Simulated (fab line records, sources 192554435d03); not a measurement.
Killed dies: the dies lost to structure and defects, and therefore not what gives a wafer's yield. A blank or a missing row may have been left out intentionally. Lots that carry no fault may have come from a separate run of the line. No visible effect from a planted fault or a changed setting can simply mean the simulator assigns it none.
Split-lot trial | flow n5_finfet | 21 wafers read across 7 lots, on a route 1938 steps long

## ON THE SPLIT
At N5_BEOL_M3_TRENCH_ETCH_37 (etches SiOC in C4F6/O2, target depth 55.555 nm, time 29.2 s), the setting source_w was moved away from the recipe's 355 W on 10 of the 21 wafers read, by -7.4% to +16.1%. The other wafers ran this setting at the recipe's value.

Reading taken at the split's own step.

## THE READING
rf_vpp_V, in V, at N5_BEOL_M3_TRENCH_ETCH_37 (etches SiOC in C4F6/O2, target depth 55.555 nm, time 29.2 s). On this fab line, fault-free wafers typically give 665 V with a standard deviation of 7.3 V.

wafer  | tool, chamber at the split | source_w as run, W | against the recipe | rf_vpp_V, V | against lot-mates on the recipe
L080.4 | rie_diel-06, 1             | 355                | recipe             | 670         | -
L080.5 | rie_diel-06, 0             | 355                | recipe             | 659         | -
L080.6 | rie_diel-06, 2             | 355                | recipe             | 665         | -
L083.1 | rie_diel-05, 0             | 409.1              | +15.2%             | 611         | no lot-mate on the recipe
L083.3 | rie_diel-05, 1             | 409.1              | +15.2%             | 624         | no lot-mate on the recipe
L083.4 | rie_diel-05, 3             | 409.1              | +15.2%             | 634         | no lot-mate on the recipe
L082.1 | rie_diel-06, 0             | 403.6              | +13.7%             | 617         | -50
L082.3 | rie_diel-06, 1             | 355                | recipe             | 670         | -
L082.4 | rie_diel-06, 3             | 355                | recipe             | 663         | -
L085.1 | rie_diel-05, 2             | 394.4              | +11.1%             | 629         | -29
L085.2 | rie_diel-05, 1             | 394.4              | +11.1%             | 636         | -22
L085.3 | rie_diel-05, 0             | 355                | recipe             | 658         | -
L087.3 | rie_diel-03, 2             | 355                | recipe             | 669         | -
L087.4 | rie_diel-03, 0             | 355                | recipe             | 659         | -
L087.6 | rie_diel-03, 0             | 328.8              | -7.4%              | 685         | +21
L092.1 | rie_diel-03, 3             | 355                | recipe             | 656         | -
L092.4 | rie_diel-03, 1             | 393.2              | +10.8%             | 634         | -22
L092.5 | rie_diel-03, 3             | 355                | recipe             | 656         | -
L093.1 | rie_diel-05, 3             | 355                | recipe             | 680         | -
L093.4 | rie_diel-05, 1             | 412.2              | +16.1%             | 623         | -57
L093.6 | rie_diel-05, 3             | 412.2              | +16.1%             | 632         | -48

THE FIT
A straight line over all 21 wafers: rf_vpp_V changes by -2.68 V for each +1% of source_w; r = -0.94; the points scatter about the line by 7.6 V.
The same after taking each lot's own level away (the mean of its wafers on the recipe; 18 wafers): -2.99 V for each +1%; r = -0.97; scatter 5.8 V.
According to that fit, moving source_w by its largest amount changes the reading by 48 V.
The span of the lots' own levels, 656.0 to 680.0 V, comes to 3.3 times the standard deviation stated above.
In other words, the slope is changed by the lot-to-lot level; the two fits disagree.
Check: for one of the wafers moved furthest among these (+16.1%), held out of the fit, the line's prediction against its lot-mates is -45 V. It came out at -57 V against them.
Tool readings at the split's step, against how far the setting was moved: rf_vpp_V r = -0.94.

## THE OTHER SPLITS THESE WAFERS WENT THROUGH
Other splits were also applied to these wafers ahead of the reading. Each is held against what the fit with the lots' levels taken away leaves over:
other split on the same wafers | wafers away from the commonest value | r with rf_vpp_V (lot level and that fit taken away)
N5_BEOL_M2_COAT_61 spin_rpm    | 4                                    | -0.08
N5_BEOL_M2_COAT_73 temp_c      | 6                                    | +0.06
N5_BEOL_M2_COAT_22 spin_rpm    | 6                                    | -0.14
N5_BEOL_M2_DESCUM_33 time_s    | 5                                    | +0.02
N5_BEOL_M3_ETCH_64 time_s      | 10                                   | -0.33
N5_BEOL_M3_COAT_76 spin_rpm    | 7                                    | +0.22

## THE FILE'S OWN FIT
rf_vpp_V changes by -2.98 V for each +1% of source_w, r = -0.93.
